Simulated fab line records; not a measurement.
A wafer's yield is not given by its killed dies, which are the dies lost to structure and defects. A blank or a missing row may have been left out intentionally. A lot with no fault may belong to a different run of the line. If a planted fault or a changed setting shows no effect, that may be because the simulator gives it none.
Matching of chambers -- flow n5_finfet -- N5_BEOL_M0_SAQP_STRIP_86 on rie_diel-02 has 4 sister chambers
The step strips in N2/H2. 4 wafers are shown with their chamber, then 8 later ones without.

== WAFERS, EACH WITH ITS CHAMBER ==
wafer,chamber,showerhead_plenum_p_Torr (Torr)
L722.5,3,3.22
L724.4,2,3.26
L724.5,0,3.43
L731.1,1,3.21

== WAFERS WITH NO CHAMBER GIVEN ==
wafer,showerhead_plenum_p_Torr (Torr)
L731.2,3.42
L731.3,3.21
L729.1,3.42
L729.4,3.26
L729.5,3.21
L732.4,3.26
L732.5,3.21
L732.6,3.26

== WHICH CHAMBER EACH ONE RAN IN ==
wafer,from the rows above,in truth
L731.2,0,0
L731.3,1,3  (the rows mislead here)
L729.1,0,0
L729.4,2,2
L729.5,1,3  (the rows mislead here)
L732.4,2,2
L732.5,1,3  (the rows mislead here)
L732.6,2,2
Correctly placed: 5 of 8. Not placeable from these rows: 0. Placed wrongly: 3.
How it was worked out, from the rows above alone: a wafer's distance from a chamber is the root of the sum, over the readings, of the square of ((its reading less the chamber's mean) divided by the reading's scatter). The wafer belongs to the nearest chamber; if the next one is less than 2 further off, it can't be placed. For every chamber, the mean is computed from those of its wafers that are shown. The scatter: root of mean squared gap, hidden wafer to nearest shown wafer, with one shown wafer a chamber.
